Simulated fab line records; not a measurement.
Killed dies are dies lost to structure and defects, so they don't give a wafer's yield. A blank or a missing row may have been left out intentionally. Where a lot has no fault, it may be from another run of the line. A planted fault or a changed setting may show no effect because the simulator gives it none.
Which tool was responsible? | flow n5 finfet | 27 wafers from 9 lots sampled at 5 of the route's 1938 steps

## WHAT THE GAUGES SHOWED, per wafer
N5_BEOL_M4_RC_MEAS_101. Usual: DIBL_N 35.8 mV/V, standard deviation 1.5; DIBL_P 35.9 mV/V, standard deviation 1.8; IOFF_N 0.152 nA/um, standard deviation 0.025; IOFF_P 0.21 nA/um, standard deviation 0.031; ION_N 672 uA/um, standard deviation 11; ION_P 462 uA/um, standard deviation 7.4; SS_N 71.5 mV/dec, standard deviation 0.52; SS_P 73.2 mV/dec, standard deviation 0.54; VT_N 250 mV, standard deviation 3; VT_P -250 mV, standard deviation 3.3.
lot  | measured     | on        | DIBL_N (mV/V)  | DIBL_P (mV/V)  | IOFF_N (nA/um)    | IOFF_P (nA/um) | ION_N (uA/um) | ION_P (uA/um) | SS_N (mV/dec)  | SS_P (mV/dec)  | VT_N (mV)   | VT_P (mV)      | flag
L205 | day 7 22:11  | prober-01 | 35.7 38.0 37.1 | 36.5 38.4 37.1 | 0.146 0.192 0.176 | 0.19 0.21 0.20 | 670 672 682   | 454 457 455   | 72.9 73.0 72.7 | 72.9 73.7 73.0 | 251 250 251 | -253 -249 -249 |
L208 | day 9 07:46  | prober-01 | 33.9 34.9 34.1 | 34.8 35.9 35.4 | 0.122 0.143 0.125 | 0.16 0.17 0.16 | 670 674 665   | 457 452 459   | 70.9 70.7 71.5 | 72.9 73.0 72.6 | 250 251 251 | -254 -252 -256 |
L211 | day 9 17:10  | prober-02 | 37.0 37.5 35.0 | 36.6 37.7 33.7 | 0.143 0.146 0.112 | 0.19 0.19 0.14 | 670 665 661   | 459 453 450   | 71.6 71.9 71.4 | 73.8 74.1 72.9 | 252 254 256 | -255 -255 -259 |
L214 | day 10 23:31 | prober-01 | 37.8 37.7 37.9 | 35.5 35.1 34.9 | 0.148 0.151 0.149 | 0.21 0.21 0.20 | 669 666 662   | 458 459 451   | 71.3 72.1 72.2 | 73.0 72.7 73.3 | 250 253 255 | -247 -249 -250 |
L216 | day 10 20:46 | prober-01 | 37.1 34.2 35.5 | 37.8 34.8 36.5 | 0.177 0.128 0.145 | 0.23 0.18 0.20 | 667 677 672   | 458 467 459   | 71.3 71.8 71.3 | 74.7 73.7 74.1 | 248 252 251 | -248 -250 -253 |
L218 | day 11 06:28 | prober-01 | 35.0 35.6 35.9 | 34.8 35.4 36.6 | 0.141 0.143 0.164 | 0.19 0.20 0.22 | 677 667 678   | 463 464 466   | 71.7 71.7 71.9 | 72.9 73.0 73.7 | 249 253 248 | -253 -251 -249 |
L224 | day 13 01:29 | prober-01 | 34.0 33.5 34.8 | 34.4 34.2 36.0 | 0.141 0.127 0.159 | 0.21 0.20 0.24 | 664 648 689   | 463 457 473   | 72.0 70.8 71.4 | 73.1 72.4 73.4 | 252 253 249 | -247 -247 -246 |
L225 | day 13 12:31 | prober-02 | 33.7 33.9 34.5 | 34.6 34.2 34.7 | 0.135 0.133 0.145 | 0.20 0.19 0.20 | 662 664 653   | 465 455 455   | 71.3 71.8 71.4 | 72.6 73.0 73.2 | 251 253 254 | -249 -251 -252 |
L226 | day 13 15:20 | prober-01 | 36.0 35.9 35.4 | 35.4 35.9 35.1 | 0.146 0.154 0.144 | 0.22 0.23 0.21 | 676 678 693   | 467 466 468   | 71.5 71.8 71.3 | 73.1 73.0 72.4 | 251 246 251 | -249 -248 -248 |

## EACH LOT AND THE TOOL THAT RAN IT (in order: tool; ch and the chambers of the sampled wafers; start)
lot  | N5_HKMG_FIN_ETCH_35               | N5_HKMG_FIN_STRIP_89              | N5_HKMG_FIN_NWFM_ALD_20            | N5_HKMG_FIN_STRIP_90
L205 | rie diel-04 ch 2,3, day 4 10:00   | rie diel-04 ch 0,2, day 4 11:06   | ald metal-01 ch 1,3, day 4 11:40   | rie diel-04 ch 0,3, day 4 12:11
L208 | rie diel-02 ch 0,1,2, day 5 02:57 | rie diel-04 ch 0,3, day 5 04:02   | ald metal-01 ch 0,1,3, day 5 04:37 | rie diel-04 ch 0,1, day 5 05:06
L211 | rie diel-04 ch 0,2,3, day 6 00:33 | rie diel-04 ch 0,1,3, day 6 01:43 | ald metal-03 ch 1,2, day 6 02:17   | rie diel-04 ch 0,1,3, day 6 02:52
L214 | rie diel-02 ch 0,2,3, day 6 17:36 | rie diel-02 ch 0,1,3, day 6 18:41 | ald metal-02 ch 1,2,3, day 6 19:16 | rie diel-03 ch 2,3, day 6 19:47
L216 | rie diel-02 ch 0,2,3, day 7 04:52 | rie diel-04 ch 0,1, day 7 05:58   | ald metal-02 ch 0,1,2, day 7 06:34 | rie diel-03 ch 0,1,3, day 7 07:07
L218 | rie diel-02 ch 0,1, day 7 16:19   | rie diel-03 ch 1,2, day 7 17:24   | ald metal-03 ch 0,3, day 7 17:59   | rie diel-03 ch 1,2, day 7 18:29
L224 | rie diel-04 ch 1,3, day 9 10:21   | rie diel-04 ch 1,2, day 9 11:25   | ald metal-01 ch 0,2,3, day 9 12:01 | rie diel-04 ch 1,2, day 9 12:31
L225 | rie diel-03 ch 0,2, day 9 10:26   | rie diel-04 ch 1,2, day 9 11:34   | ald metal-03 ch 2,3, day 9 12:08   | rie diel-03 ch 0,1,2, day 9 12:47
L226 | rie diel-03 ch 2,3, day 9 17:22   | rie diel-03 ch 2,3, day 9 18:35   | ald metal-03 ch 0,2,3, day 9 19:10 | rie diel-03 ch 0,2, day 9 19:43
- N5_HKMG_FIN_ETCH_35: etches SOC in N2/H2, target depth 215.8 nm, time 243.4 s.
- N5_HKMG_FIN_STRIP_89: strips SOC in N2/H2, time 20 s.
- N5_HKMG_FIN_NWFM_ALD_20: deposits TiAlC, target thk 2 nm, pulse time 3 s, purge time 2 s.
- N5_HKMG_FIN_STRIP_90: strips SOC in N2/H2, time 20 s.

## AS READ BY THE TOOLS THEMSELVES (means over the sampled wafers that have a number; for cases with no such wafer, the mark the record gives instead)
N5_HKMG_FIN_ETCH_35. Usual: drypump motor current A 5.5 A, standard deviation 0.49; h2 flow sccm 200.0 sccm, standard deviation 0.61; oes product au 0.78 a.u., standard deviation 0.094; rf fwd power W 2993 W, standard deviation 9.9; rf vpp V 141.5 V, standard deviation 0.93; showerhead plenum p Torr 2.53 Torr, standard deviation 0.081; throttle valve pct 17.87 %, standard deviation 0.29.
lot  | tool        | drypump motor current A (A) | h2 flow sccm (sccm) | oes product au (a.u.) | rf fwd power W (W) | rf vpp V (V) | showerhead plenum p Torr (Torr) | throttle valve pct (%) | flag
L205 | rie diel-04 | 5.4                         | 200.8               | 0.71                  | 2987               | 141.9        | 2.51                            | 17.91                  |
L208 | rie diel-02 | 5.6                         | 200.6               | 0.77                  | 3006               | 140.5        | 2.47                            | 17.81                  |
L211 | rie diel-04 | 5.4                         | 200.5               | 0.69                  | 2994               | 141.3        | 2.52                            | 18.05                  |
L214 | rie diel-02 | 5.2                         | 200.1               | 0.85                  | 2989               | 142.0        | 2.54                            | 17.80                  |
L216 | rie diel-02 | 5.2                         | 199.4               | 0.74                  | 2271               | 155.4        | 2.53                            | 17.79                  | OFF
L218 | rie diel-02 | 5.5                         | 200.0               | 0.62                  | 2276               | 154.8        | 2.43                            | 17.96                  | OFF
L224 | rie diel-04 | 6.1                         | 200.1               | 0.85                  | 3004               | 140.9        | 2.54                            | 17.69                  |
L225 | rie diel-03 | 6.0                         | 200.2               | 0.83                  | 2988               | 141.9        | 2.50                            | 18.02                  |
L226 | rie diel-03 | 5.7                         | 199.6               | 0.71                  | 2985               | 141.8        | 2.56                            | 18.00                  |

N5_HKMG_FIN_STRIP_89. Usual: drypump motor current A 5.5 A, standard deviation 0.49; h2 flow sccm 300.0 sccm, standard deviation 0.89; oes product au 0.78 a.u., standard deviation 0.095; rf vpp V 54.2 V, standard deviation 0.89; showerhead plenum p Torr 3.35 Torr, standard deviation 0.11; throttle valve pct 19.0 %, standard deviation 0.44.
lot  | tool        | drypump motor current A (A) | h2 flow sccm (sccm) | oes product au (a.u.) | rf vpp V (V) | showerhead plenum p Torr (Torr) | throttle valve pct (%) | flag
L205 | rie diel-04 | 5.0                         | 299.4               | 0.70                  | 54.3         | 3.35                            | 19.6                   |
L208 | rie diel-04 | 5.8                         | 300.2               | 0.70                  | 55.0         | 3.33                            | 19.1                   |
L211 | rie diel-04 | 5.7                         | 300.2               | 0.72                  | 54.8         | 3.38                            | 19.3                   |
L214 | rie diel-02 | 5.6                         | 300.0               | 0.79                  | 54.5         | 3.35                            | 18.7                   |
L216 | rie diel-04 | 5.7                         | 299.9               | 0.72                  | 54.8         | 3.43                            | 19.6                   |
L218 | rie diel-03 | 5.5                         | 299.9               | 0.79                  | 54.5         | 3.28                            | 18.8                   |
L224 | rie diel-04 | 5.7                         | 300.2               | 0.78                  | 54.9         | 3.41                            | 19.2                   |
L225 | rie diel-04 | 5.7                         | 300.3               | 0.78                  | 54.5         | 3.40                            | 19.2                   |
L226 | rie diel-03 | 5.4                         | 300.7               | 0.72                  | 54.6         | 3.44                            | 19.3                   |

N5_HKMG_FIN_NWFM_ALD_20. Usual: heater power w 495 W, standard deviation 45; precursor pulse height rel 0.999, standard deviation 0.02.
lot  | tool         | heater power w (W) | precursor pulse height rel | flag
L205 | ald metal-01 | 454                | 1.010                      |
L208 | ald metal-01 | 449                | 1.001                      |
L211 | ald metal-03 | 575                | 0.989                      |
L214 | ald metal-02 | 503                | 0.984                      |
L216 | ald metal-02 | 515                | 0.986                      |
L218 | ald metal-03 | 490                | 0.993                      |
L224 | ald metal-01 | 457                | 1.006                      |
L225 | ald metal-03 | 560                | 0.993                      |
L226 | ald metal-03 | 521                | 1.005                      |

N5_HKMG_FIN_STRIP_90. Usual: drypump motor current A 5.6 A, standard deviation 0.48; h2 flow sccm 299.9 sccm, standard deviation 0.94; oes product au 0.77 a.u., standard deviation 0.087; rf vpp V 54.2 V, standard deviation 0.91; showerhead plenum p Torr 3.36 Torr, standard deviation 0.093; throttle valve pct 19.1 %, standard deviation 0.44.
lot  | tool        | drypump motor current A (A) | h2 flow sccm (sccm) | oes product au (a.u.) | rf vpp V (V) | showerhead plenum p Torr (Torr) | throttle valve pct (%) | flag
L205 | rie diel-04 | 5.4                         | 299.3               | 0.70                  | 53.9         | 3.35                            | 19.4                   |
L208 | rie diel-04 | 5.3                         | 299.4               | 0.72                  | 55.3         | 3.39                            | 19.7                   |
L211 | rie diel-04 | 5.7                         | 300.7               | 0.71                  | 55.0         | 3.38                            | 19.3                   |
L214 | rie diel-03 | 5.4                         | 300.4               | 0.74                  | 54.7         | 3.46                            | 19.2                   |
L216 | rie diel-03 | 5.6                         | 300.3               | 0.83                  | 53.7         | 3.36                            | 18.9                   |
L218 | rie diel-03 | 5.5                         | 301.0               | 0.79                  | 53.9         | 3.28                            | 18.7                   |
L224 | rie diel-04 | 5.4                         | 300.0               | 0.86                  | 53.0         | 3.35                            | 19.0                   |
L225 | rie diel-03 | 5.8                         | 299.9               | 0.78                  | 53.8         | 3.29                            | 19.0                   |
L226 | rie diel-03 | 6.0                         | 300.8               | 0.75                  | 54.2         | 3.31                            | 19.3                   |

## THE ANSWER, worked out from the rows above alone
Rule: a lot is off if the mean of its wafers that have a number lies more than 3 standard deviations from the usual mean. A lot without any number at a reading at which 4 lots or more have one is off too. Where the step has rows for the other lots, those lots are counted as sound. The gauges are gone through in route order, then the tools' own readings, and for those a lot's mean is taken as printed above. The first step at which some lot is off is used, and at that step the reading that is off furthest; a lot without a number counts as furthest.
Off: L216, L218, at N5_HKMG_FIN_ETCH_35 (rf fwd power W).
If a tool, at that step or one of the process steps before it, ran each lot that is off and ran no sound lot following the first of them, it fits. One fits: N5_HKMG_FIN_ETCH_35 on rie diel-02. Its last sound lot is L214 (day 6 17:36), its first lot that is off L216 (day 7 04:52): a fault that began between those two fits.
The tool's own readings at N5_HKMG_FIN_ETCH_35 bear it out: on the lots that are off they differ by more than 5 times the standard deviation of the sound lots' means. rf fwd power W reads 2274 W there against 2993 W on the sound lots; rf vpp V reads 155.1 V there against 141.5 V on the sound lots.

## WHAT HAD BEEN PUT IN BY THE SIMULATOR
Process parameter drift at N5_HKMG_FIN_ETCH_35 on rie diel-02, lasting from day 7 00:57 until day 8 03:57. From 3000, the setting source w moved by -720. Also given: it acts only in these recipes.
Shown lots that were struck: L216, L218. The rule above found the same.
